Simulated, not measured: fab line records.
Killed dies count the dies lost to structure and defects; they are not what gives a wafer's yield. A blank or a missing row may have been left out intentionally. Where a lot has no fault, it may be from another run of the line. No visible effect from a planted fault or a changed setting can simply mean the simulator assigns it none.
Tool commonality check -- flow n5 finfet -- Sample size 10 lots and 30 wafers

REASON IT WAS OPENED
Flagged at N5_BEOL_M10_INSPECT_13: reading raw defect count, on 2 of 10 lots. No-fault wafers: 420, standard deviation 84.
Rule: a lot is flagged when every wafer of it that has a number lies more than 4 standard deviations from that mean, or none has a number. The other lots count as sound.

lot,measured,on,"raw defect count, wafer by wafer",flag
L623,day 9 22:52,defect inspect-01,322 409 311,
L625,day 11 00:31,defect inspect-02,467 556 482,
L627,day 11 04:27,defect inspect-02,539 490 356,
L630,day 11 21:06,defect inspect-02,938 980 1152,FLAGGED
L632,day 12 05:05,defect inspect-01,1006 1126 1100,FLAGGED
L640,day 14 17:28,defect inspect-02,411 368 527,
L642,day 15 04:42,defect inspect-02,415 329 430,
L645,day 15 14:05,defect inspect-01,383 334 432,
L644,day 15 14:07,defect inspect-01,436 471 545,
L646,day 15 21:17,defect inspect-02,453 532 383,
Average over the flagged lots: 1050; offset from the usual +630, equal to +8 standard deviations.

TOOL THAT RAN EACH LOT
Before the reading, the record contains 2 process steps out of a 1938-step route. Each cell gives the tool, then ch followed by the chambers the sampled wafers passed through, then the start.
lot,flag,N5_BEOL_M9_SPUTTER_48,N5_BEOL_M10_ILD_DEP_00
L623,,"pvd sputter-02, day 9 19:19","pecvd-02 ch 0,1,2, day 9 20:23"
L625,,"pvd sputter-03, day 10 20:04","pecvd-03 ch 0,1, day 10 21:29"
L627,,"pvd sputter-03, day 11 00:04","pecvd-02 ch 0,1,2, day 11 01:07"
L630,FLAGGED,"pvd sputter-02, day 11 17:22","pecvd-04 ch 0,2, day 11 18:23"
L632,FLAGGED,"pvd sputter-03, day 12 01:22","pecvd-04 ch 0,1,2, day 12 02:40"
L640,,"pvd sputter-03, day 14 14:05","pecvd-02 ch 0,1,2, day 14 15:17"
L642,,"pvd sputter-01, day 15 02:10","pecvd-03 ch 1,2, day 15 03:11"
L645,,"pvd sputter-03, day 15 11:02","pecvd-02 ch 0,1,2, day 15 12:07"
L644,,"pvd sputter-03, day 15 11:41","pecvd-04 ch 0,1,2, day 15 12:46"
L646,,"pvd sputter-01, day 15 18:09","pecvd-04 ch 1,2, day 15 19:10"
What these steps do:
- N5_BEOL_M9_SPUTTER_48: material Cu, target thk 12 nm, time 2 s.
- N5_BEOL_M10_ILD_DEP_00: deposits SiCOH lowk from DEMS/porogen, target thk 308.51 nm, time 58 s.
- N5_BEOL_M10_INSPECT_13: inspects for defects (brightfield).

FLAGGED OVER TOTAL, TOOL BY TOOL (the gauges that took the reading come last)
step,tool,lots run,flagged,share of the flagged lots,sound lots run after its first flagged lot
N5_BEOL_M9_SPUTTER_48,pvd sputter-01,2,0,none,-
N5_BEOL_M9_SPUTTER_48,pvd sputter-02,2,1,some,0
N5_BEOL_M9_SPUTTER_48,pvd sputter-03,6,1,some,"3 (L640,L645,L644)"
N5_BEOL_M10_ILD_DEP_00,pecvd-02,4,0,none,-
N5_BEOL_M10_ILD_DEP_00,pecvd-03,2,0,none,-
N5_BEOL_M10_ILD_DEP_00,pecvd-04,4,2,all,"2 (L644,L646)"
N5_BEOL_M10_INSPECT_13,defect inspect-01,4,1,some,"2 (L645,L644)"
N5_BEOL_M10_INSPECT_13,defect inspect-02,6,1,some,"3 (L640,L642,L646)"

THE TABLE: WHAT IT ALLOWS
In the table, 1 row covers all flagged lots: pecvd-04 at N5_BEOL_M10_ILD_DEP_00.
- pecvd-04 at N5_BEOL_M10_ILD_DEP_00: 2 of its 4 lots flagged. Sound lots ran on it after the first flagged one (L644, L646), which a lasting fault on the whole tool wouldn't allow.
No row of the table ran every flagged lot and no sound lot after the first.

WHAT THE SIMULATOR HAD PUT IN
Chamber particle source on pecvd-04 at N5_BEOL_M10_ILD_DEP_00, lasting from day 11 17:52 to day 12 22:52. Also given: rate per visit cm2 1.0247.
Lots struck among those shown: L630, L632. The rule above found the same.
